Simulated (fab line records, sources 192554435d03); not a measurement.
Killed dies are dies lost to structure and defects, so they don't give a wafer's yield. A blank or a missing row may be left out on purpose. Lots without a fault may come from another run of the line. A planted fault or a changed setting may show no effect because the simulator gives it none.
fab line records | flow n5_finfet
record lots=9 wafers=27 last_day=18
route steps=1938 shown DUMMY_GATE@222 BEOL_M4@1111
lots that met no fault: from a run of the same line without faults
start_h: hours from the record's first day to the start of the lot's first wafer shown | wait_h: hours since the lot's step before | " the same as in the row above | L1.1+2: a row that stands for several wafers | - no value, or no start given | * or withheld: withheld | < > ~ a bound
route shown NAME@n: a module of which the file shows steps, and the number in the route of the first | usual: mean/standard deviation of fault-free wafers | same: alike in all rows | chamber/n: place in a boat | sites: the reading at each site | _std_site: their standard deviation | _edge_site: outer sites' mean less inner sites' | radius_mm: how far each site lies from the wafer's centre | mask NAME#n: copy n | behind: the tool/chamber that last shaped the wafer | hold: why the lot was held/for how many hours/how that ended | device: the transistor (n, p or np) that didn't switch | end of line: the same wafers' tests at the end of the route | a step without rows: its recipe alone | killed: dies lost to structure and defects at the first sort, not the wafer's yield | map: a wafer's dies, x killed, . not, _ none there
set.NAME: the setting as run; set.NAME@STEP: as run at that earlier step | model.NAME: the simulator's own value behind a step, which no gauge read
steps of the route over a sample of lots; a table a step, a row a wafer
services: from which hour (start_h, from the record's first day; less than 0 if before it) a tool's chamber was out of use, for how many hours, and why
## steps
# step N5_DUMMY_GATE_COAT_34
# recipe resist=SOC temp_c=250 time_s=60 spin_rpm=1500 resist_thk_nm=60
# usual spin_speed_rpm=1499.8/0.99
# columns lot.wafer tool chamber start_h wait_h spin_speed_rpm
L731.1 litho_track-01 0 47.04 0.0 1500.9
L731.5 " 0 " " 1501.3
L731.6 " 0 " " 1498.5
L735.1 litho_track-01 0 70.18 0.0 1499.7
L735.3 " 0 " " 1500.5
L735.5 " 0 " " 1499.9
L736.2 litho_track-01 0 79.31 0.0 1500.2
L736.3 " 0 " " 1498.9
L736.6 " 0 " " 1499.5
L739.1 litho_track-03 0 95.73 0.1 1499.3
L739.4 " 0 " " 1498.0
L739.5 " 0 " " 1500.5
L747.2 litho_track-01 0 143.54 0.0 1169.6
L747.5 " 0 " " 1169.6
L747.6 " 0 " " 1171.5
L748.2 litho_track-01 0 149.03 0.0 1171.1
L748.5 " 0 " " 1172.5
L748.6 " 0 " " 1171.3
L750.3 litho_track-03 0 160.53 0.0 1498.8
L750.4 " 0 " " 1498.9
L750.6 " 0 " " 1498.9
L753.2 litho_track-03 0 178.32 0.0 1499.3
L753.3 " 0 " " 1500.4
L753.4 " 0 " " 1499.0
L754.1 litho_track-03 0 185.55 0.0 1500.2
L754.3 " 0 " " 1499.0
L754.6 " 0 " " 1500.2
# step N5_DUMMY_GATE_DESCUM_20
# recipe chemistry=O2 time_s=6.2 source_power_w=50 bias_power_w=20 pressure_mtorr=20 rf_frequency_hz=2.712e+07 temp_c=40 resist=CAR-EUV o2_flow_sccm=225
# usual drypump_motor_current_A=5.5/0.39 oes_product_au=0.79/0.083 rf_vpp_V=243.4/1.2 showerhead_plenum_p_Torr=2.12/0.066 throttle_valve_pct=20.53/0.21
# columns lot.wafer tool chamber start_h wait_h drypump_motor_current_A oes_product_au rf_hours_counter_h rf_vpp_V showerhead_plenum_p_Torr throttle_valve_pct
L731.1 rie_diel-06 0 47.43 0.0 5.6 0.77 117 243.4 2.19 20.41
L731.5 " 1 " " 5.4 0.89 - 241.6 2.05 20.55
L731.6 " 0 " " 5.6 0.77 - 244.4 2.19 20.39
L735.1 rie_diel-02 0 70.57 0.0 4.8 0.71 197 242.9 2.09 20.78
L735.3 " 3 " " 5.7 0.93 12 245.7 2.25 20.71
L735.5 " 1 " " 6.0 0.76 - 244.0 2.12 20.69
L736.2 rie_diel-02 0 79.83 0.0 4.8 0.71 199 242.2 2.09 20.78
L736.3 " 2 " " 5.8 0.68 243 242.6 2.07 20.45
L736.6 " 0 " " 4.7 0.71 - 241.7 2.09 20.78
L739.1 rie_diel-06 0 96.12 0.0 5.6 0.76 132 243.8 2.18 20.42
L739.4 " 2 " " 6.1 0.79 103 244.8 2.12 20.41
L739.5 " 0 " " 5.6 0.76 - 244.6 2.18 20.43
L747.2 rie_diel-06 1 144.24 0.2 5.5 0.86 53 241.7 2.04 20.61
L747.5 " 2 " " 6.1 0.78 - 242.3 2.11 20.44
L747.6 " 3 " " 5.2 0.88 - 245.5 2.21 20.02
L748.2 rie_diel-06 2 149.55 0.0 6.1 0.78 120 244.0 2.11 20.45
L748.5 " 0 " " 5.6 0.75 - 244.8 2.18 20.43
L748.6 " 3 " " 5.2 0.87 - 247.3 2.21 20.05
L750.3 rie_diel-02 2 162.76 0.0 5.8 0.96 8 242.7 2.06 20.13
L750.4 " 3 " " 5.7 0.90 34 245.0 2.24 20.76
L750.6 " 2 " " 5.8 0.97 - 243.0 2.06 20.12
L753.2 rie_diel-02 2 178.85 0.0 5.8 0.94 14 243.1 2.06 20.14
L753.3 " 0 " " 4.7 0.69 234 242.9 2.08 20.83
L753.4 " 3 " " 5.7 0.89 39 243.5 2.24 20.75
L754.1 rie_diel-04 2 185.95 0.0 5.7 0.73 166 241.4 2.01 20.44
L754.3 " 1 " " 5.0 0.68 227 242.2 2.06 20.67
L754.6 " 2 " " 5.7 0.72 - 242.7 2.01 20.41
# step N5_DUMMY_GATE_ETCH_29
# recipe chemistry=N2/H2 target=underlayer target_depth_a=130 ion_energy_ev=200 pressure_mtorr=30 source_w=840 bias_w=150 n2_flow_sccm=200 h2_flow_sccm=200
# usual drypump_motor_current_A=5.5/0.39 oes_product_au=0.79/0.088 rf_vpp_V=524.5/2.4 showerhead_plenum_p_Torr=2.57/0.094 throttle_valve_pct=17.96/0.21
# columns lot.wafer tool chamber start_h wait_h drypump_motor_current_A oes_product_au rf_hours_counter_h rf_vpp_V showerhead_plenum_p_Torr throttle_valve_pct
L731.1 rie_diel-06 0 47.50 0.0 5.6 0.78 117 527.2 2.68 18.04
L731.5 " 1 " " 5.4 0.91 - 522.7 2.49 17.97
L731.6 " 0 " " 5.6 0.78 - 526.5 2.68 18.03
L735.1 rie_diel-02 0 70.64 0.0 4.8 0.71 197 524.0 2.54 18.31
L735.3 " 3 " " 5.7 0.95 12 527.0 2.72 18.22
L735.5 " 1 " " 6.0 0.74 - 524.7 2.52 17.89
L736.2 rie_diel-02 0 79.89 0.0 4.7 0.71 199 523.4 2.54 18.32
L736.3 " 2 " " 5.8 0.69 243 522.0 2.49 17.81
L736.6 " 0 " " 4.8 0.71 - 523.6 2.54 18.30
L739.1 rie_diel-06 0 96.19 0.0 5.6 0.77 132 526.7 2.68 18.07
L739.4 " 2 " " 6.1 0.80 103 524.3 2.57 17.92
L739.5 " 0 " " 5.6 0.77 - 527.3 2.68 18.06
L747.2 rie_diel-06 1 144.30 0.0 5.4 0.87 53 522.6 2.47 18.02
L747.5 " 2 " " 6.1 0.79 - 524.4 2.56 17.94
L747.6 " 3 " " 5.2 0.87 - 527.4 2.72 17.74
L748.2 rie_diel-06 2 149.62 0.0 6.1 0.79 121 523.5 2.56 17.95
L748.5 " 0 " " 5.6 0.76 - 525.7 2.67 18.10
L748.6 " 3 " " 5.2 0.88 - 528.4 2.72 17.72
L750.3 rie_diel-02 2 162.82 0.0 5.8 0.99 8 521.4 2.48 17.43
L750.4 " 3 " " 5.7 0.91 34 528.0 2.71 18.27
L750.6 " 2 " " 5.8 0.97 - 522.1 2.48 17.43
L753.2 rie_diel-02 2 178.91 0.0 5.8 0.96 14 522.4 2.48 17.44
L753.3 " 0 " " 4.8 0.69 234 523.3 2.52 18.39
L753.4 " 3 " " 5.7 0.90 39 528.8 2.71 18.27
L754.1 rie_diel-04 2 186.01 0.0 5.7 0.72 166 520.0 2.42 17.75
L754.3 " 1 " " 5.0 0.68 227 522.9 2.51 18.12
L754.6 " 2 " " 5.8 0.71 - 520.3 2.42 17.75
# step N5_DUMMY_GATE_ETCH_37
# recipe chemistry=N2/H2 target=SOC target_depth_a=600 overetch_a=300 temp_c=40 ion_energy_ev=200 pressure_mtorr=30 source_w=840 bias_w=150 n2_flow_sccm=200 h2_flow_sccm=200
# usual drypump_motor_current_A=5.5/0.4 oes_product_au=0.62/0.065 rf_vpp_V=524.5/2.4 showerhead_plenum_p_Torr=2.57/0.094 throttle_valve_pct=17.89/0.21
# columns lot.wafer tool chamber start_h wait_h drypump_motor_current_A oes_product_au rf_hours_counter_h rf_vpp_V showerhead_plenum_p_Torr throttle_valve_pct
L731.1 rie_diel-06 0 47.58 0.0 5.6 0.61 117 525.7 2.68 17.96
L731.5 " 1 " " 5.5 0.71 - 522.0 2.49 17.90
L731.6 " 0 " " 5.6 0.61 - 528.6 2.68 17.96
L735.1 rie_diel-02 0 70.72 0.0 4.7 0.57 197 523.3 2.54 18.25
L735.3 " 3 " " 5.7 0.75 12 528.8 2.72 18.15
L735.5 " 1 " " 6.0 0.59 - 523.8 2.51 17.80
L736.2 rie_diel-02 0 79.97 0.0 4.8 0.57 199 524.6 2.54 18.25
L736.3 " 2 " " 5.8 0.54 243 523.8 2.49 17.75
L736.6 " 0 " " 4.8 0.57 - 523.3 2.54 18.26
L739.1 rie_diel-06 0 96.27 0.0 5.6 0.61 132 526.3 2.68 17.99
L739.4 " 2 " " 6.1 0.63 103 524.5 2.57 17.83
L739.5 " 0 " " 5.6 0.60 - 527.0 2.68 17.99
L747.2 rie_diel-06 1 144.38 0.0 5.4 0.72 53 523.8 2.47 17.94
L747.5 " 2 " " 6.1 0.66 - 525.8 2.56 17.87
L747.6 " 3 " " 5.2 0.74 - 527.5 2.72 17.67
L748.2 rie_diel-06 2 149.70 0.0 6.1 0.65 121 523.5 2.56 17.88
L748.5 " 0 " " 5.6 0.63 - 527.1 2.67 18.01
L748.6 " 3 " " 5.2 0.73 - 527.1 2.72 17.67
L750.3 rie_diel-02 2 162.90 0.0 5.8 0.75 8 523.9 2.48 17.36
L750.4 " 3 " " 5.7 0.70 34 528.2 2.71 18.18
L750.6 " 2 " " 5.8 0.75 - 522.6 2.48 17.36
L753.2 rie_diel-02 2 178.99 0.0 5.8 0.74 14 523.3 2.48 17.36
L753.3 " 0 " " 4.8 0.55 234 521.6 2.52 18.29
L753.4 " 3 " " 5.7 0.70 39 527.6 2.71 18.21
L754.1 rie_diel-04 2 186.09 0.0 5.7 0.58 166 521.4 2.42 17.69
L754.3 " 1 " " 5.0 0.55 227 522.9 2.51 18.06
L754.6 " 2 " " 5.7 0.57 - 521.3 2.42 17.68
# step N5_BEOL_M4_RC_MEAS_101
# usual DIBL_N=37.5/2.5 DIBL_P=38/3.1 IOFF_N=0.19/0.059 IOFF_P=0.24/0.061 ION_N=679/16 ION_P=465/9.8 SS_N=72.0/0.8 SS_P=73.7/0.86 VT_N=248/4.5 VT_P=-249/3.5
# columns lot.wafer tool chamber start_h wait_h DIBL_N[mV/V] DIBL_P[mV/V] IOFF_N[nA/um] IOFF_P[nA/um] ION_N[uA/um] ION_P[uA/um] SS_N[mV/dec] SS_P[mV/dec] VT_N[mV] VT_P[mV]
L731.1 prober-02 0 163.35 0.0 34.1 36 0.12 0.20 659 459 70.6 72.8 254 -249
L731.5 " 0 " " 37.8 37 0.18 0.22 678 466 72.3 73.5 251 -250
L731.6 " 0 " " 39.7 40 0.23 0.27 679 459 72.7 74.2 248 -245
L735.1 prober-02 0 188.58 0.0 37.5 38 0.19 0.24 679 463 71.3 73.4 249 -248
L735.3 " 0 " " 41.0 43 0.31 0.37 711 480 72.8 75.0 238 -242
L735.5 " 0 " " 37.7 38 0.18 0.25 683 469 72.1 73.4 248 -247
L736.2 prober-02 0 191.94 0.2 31.0 28 0.08 0.12 644 452 70.6 70.8 259 -255
L736.3 " 0 " " 33.5 33 0.12 0.18 679 467 69.8 72.5 253 -251
L736.6 " 0 " " 33.7 35 0.13 0.19 672 462 70.2 73.0 250 -250
L739.1 prober-01 0 237.18 0.1 34.4 35 0.10 0.16 657 453 70.8 73.2 260 -253
L739.4 " 0 " " 38.7 39 0.18 0.24 673 467 71.8 74.1 247 -249
L739.5 " 0 " " 37.1 37 0.14 0.20 651 452 71.5 73.1 252 -251
L747.2 prober-02 0 262.83 0.2 36.4 37 0.15 0.19 668 458 71.9 73.5 253 -251
L747.5 " 0 " " 36.4 37 0.15 0.20 679 466 72.0 73.8 252 -252
L747.6 " 0 " " 37.9 40 0.19 0.24 689 471 72.1 74.0 248 -248
L748.2 prober-01 0 283.52 0.2 40.7 41 0.24 0.26 697 471 72.1 74.2 243 -248
L748.5 " 0 " " 38.4 37 0.19 0.20 664 453 72.4 73.8 251 -255
L748.6 " 0 " " 34.4 34 0.12 0.16 658 449 71.9 72.4 255 -254
L750.3 prober-02 0 288.15 0.3 37.6 37 0.19 0.24 683 463 72.1 73.9 249 -249
L750.4 " 0 " " 35.7 34 0.16 0.21 667 462 71.5 73.3 249 -250
L750.6 " 0 " " 37.4 36 0.20 0.24 685 466 72.0 73.8 244 -250
L753.2 prober-02 0 312.12 0.2 37.5 39 0.18 0.22 679 466 72.5 73.7 251 -252
L753.3 " 0 " " 34.7 35 0.13 0.17 673 459 71.5 73.4 254 -252
L753.4 " 0 " " 37.5 40 0.19 0.26 677 463 72.1 74.5 248 -249
L754.1 prober-02 0 317.13 0.0 36.5 37 0.18 0.22 681 462 72.6 73.0 250 -249
L754.3 " 0 " " 36.5 39 0.19 0.27 690 476 72.7 74.0 247 -247
L754.6 " 0 " " 36.0 37 0.15 0.20 677 461 72.3 73.7 253 -253
## services
# columns tool chamber start_h hours kind
rie_diel-04 2 33.25 6.9 repair
litho_track-01 - 97.08 - consumable_replace:filter
rie_diel-02 3 98.29 13.9 repair
rie_diel-02 - 99.37 0.4 repair
litho_track-03 - 99.53 - consumable_replace:filter
rie_diel-02 2 112.20 - clean
rie_diel-02 2 112.20 - consumable_replace:focus_ring
rie_diel-02 2 112.20 20.4 scheduled_down
rie_diel-02 2 112.20 20.4 vent_cycle
rie_diel-04 - 115.63 0.3 repair
rie_diel-06 3 176.37 19.3 repair
## key
first_sign step=N5_DUMMY_GATE_COAT_34 reading=spin_speed_rpm direction=down sigmas=99+ usual=* struck=*
effect none on later readings
met_at N5_DUMMY_GATE_COAT_34
struck_lots L747,L748
not_acting_at N5_DUMMY_GATE_DESCUM_20,N5_DUMMY_GATE_ETCH_29,N5_DUMMY_GATE_ETCH_37
onset_between 79.31 143.54
fault kind=process_parameter_drift tool=litho_track-01 chamber=- onset_h=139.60 steps=N5_DUMMY_GATE_COAT_34 channel=spin_rpm offset=* shape=step end_h=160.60 acts_in=* stated=*
